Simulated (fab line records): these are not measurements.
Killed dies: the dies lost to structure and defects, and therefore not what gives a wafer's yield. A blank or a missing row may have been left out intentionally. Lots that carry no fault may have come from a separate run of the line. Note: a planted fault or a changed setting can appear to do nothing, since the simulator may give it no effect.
The tool behind it: which one? || flow nandHarc || 36 wafers from 12 lots sampled at 3 of the route's 1159 steps

## WHAT THE GAUGES SHOWED, per wafer
NHARC_P_M2_INSPECT_27.
{"lot": "L075", "measured": "day 6 12:31", "on": "defectInspect-01", "rawDefectCount": "199 263 169"}
{"lot": "L076", "measured": "day 7 01:57", "on": "defectInspect-01", "rawDefectCount": "200 185 251"}
{"lot": "L079", "measured": "day 7 11:55", "on": "defectInspect-02", "rawDefectCount": "497 549 851"}
{"lot": "L082", "measured": "day 8 08:41", "on": "defectInspect-01", "rawDefectCount": "295 177 301"}
{"lot": "L083", "measured": "day 8 16:38", "on": "defectInspect-01", "rawDefectCount": "416 486 420"}
{"lot": "L085", "measured": "day 9 10:15", "on": "defectInspect-01", "rawDefectCount": "407 248 362"}
{"lot": "L087", "measured": "day 9 23:10", "on": "defectInspect-01", "rawDefectCount": "924 316 358"}
{"lot": "L088", "measured": "day 9 23:58", "on": "defectInspect-01", "rawDefectCount": "594 485 454"}
{"lot": "L091", "measured": "day 10 10:08", "on": "defectInspect-01", "rawDefectCount": "252 286 372"}
{"lot": "L092", "measured": "day 11 05:59", "on": "defectInspect-02", "rawDefectCount": "313 261 296"}
{"lot": "L094", "measured": "day 11 10:05", "on": "defectInspect-01", "rawDefectCount": "379 545 481"}
{"lot": "L097", "measured": "day 11 17:28", "on": "defectInspect-02", "rawDefectCount": "427 636 315"}

## WHAT TOOL EACH LOT RAN ON (gives the tool, then ch and the chambers of the sampled wafers, and finally the start)
{"lot": "L075", "NHARC_P_M1_PVD_20": "pvdSputter-01, day 6 12:31 or earlier", "NHARC_P_M2_ETCH_28": "rieDiel-06 ch 0,2,3, day 6 12:31 or earlier"}
{"lot": "L076", "NHARC_P_M1_PVD_20": "pvdSputter-03, day 7 01:57 or earlier", "NHARC_P_M2_ETCH_28": "rieDiel-02 ch 0,2,3, day 7 01:57 or earlier"}
{"lot": "L079", "NHARC_P_M1_PVD_20": "pvdSputter-01, day 7 11:55 or earlier", "NHARC_P_M2_ETCH_28": "rieDiel-06 ch 0,2,3, day 7 11:55 or earlier"}
{"lot": "L082", "NHARC_P_M1_PVD_20": "pvdSputter-01, day 8 08:41 or earlier", "NHARC_P_M2_ETCH_28": "rieDiel-02 ch 0,3, day 8 08:41 or earlier"}
{"lot": "L083", "NHARC_P_M1_PVD_20": "pvdSputter-03, day 8 16:38 or earlier", "NHARC_P_M2_ETCH_28": "rieDiel-02 ch 0,1,3, day 8 16:38 or earlier"}
{"lot": "L085", "NHARC_P_M1_PVD_20": "pvdSputter-01, day 9 10:15 or earlier", "NHARC_P_M2_ETCH_28": "rieDiel-06 ch 0,3, day 9 10:15 or earlier"}
{"lot": "L087", "NHARC_P_M1_PVD_20": "pvdSputter-02, day 9 23:10 or earlier", "NHARC_P_M2_ETCH_28": "rieDiel-02 ch 0,2,3, day 9 23:10 or earlier"}
{"lot": "L088", "NHARC_P_M1_PVD_20": "pvdSputter-01, day 9 23:58 or earlier", "NHARC_P_M2_ETCH_28": "rieDiel-02 ch 0,3, day 9 23:58 or earlier"}
{"lot": "L091", "NHARC_P_M1_PVD_20": "pvdSputter-01, day 10 10:08 or earlier", "NHARC_P_M2_ETCH_28": "rieDiel-02 ch 1,2, day 10 10:08 or earlier"}
{"lot": "L092", "NHARC_P_M1_PVD_20": "pvdSputter-02, day 11 05:59 or earlier", "NHARC_P_M2_ETCH_28": "rieDiel-02 ch 1,2, day 11 05:59 or earlier"}
{"lot": "L094", "NHARC_P_M1_PVD_20": "pvdSputter-02, day 11 10:05 or earlier", "NHARC_P_M2_ETCH_28": "rieDiel-02 ch 0,2, day 11 10:05 or earlier"}
{"lot": "L097", "NHARC_P_M1_PVD_20": "pvdSputter-03, day 11 17:28 or earlier", "NHARC_P_M2_ETCH_28": "rieDiel-02 ch 1,2,3, day 11 17:28 or earlier"}
- NHARC_P_M1_PVD_20: deposits TaN, target thk 5 nm, time 8.06 s.
- NHARC_P_M2_ETCH_28: etches the open film in CF4/N2, target depth 30 nm, time 72.99 s.

## THE ANSWER, worked out from the rows above alone
Rule: the lots themselves supply what counts as usual. The widest of any qualifying gaps counts: lots, ordered by their means at a reading, are off when they make up no more than a third of the lots, leave a main group of 4 or more, and stand apart from it by 3 or more times the standard deviation of that group's means. Not used: any main group whose means are identical at the precision the tables above print for the reading. Also off: a lot with no number at a reading for which 4 or more lots have one. Where the step has rows for the other lots, those lots are counted as sound.
None of the lots is off at any reading shown; this tells nothing.

## WHAT HAD BEEN PUT IN BY THE SIMULATOR
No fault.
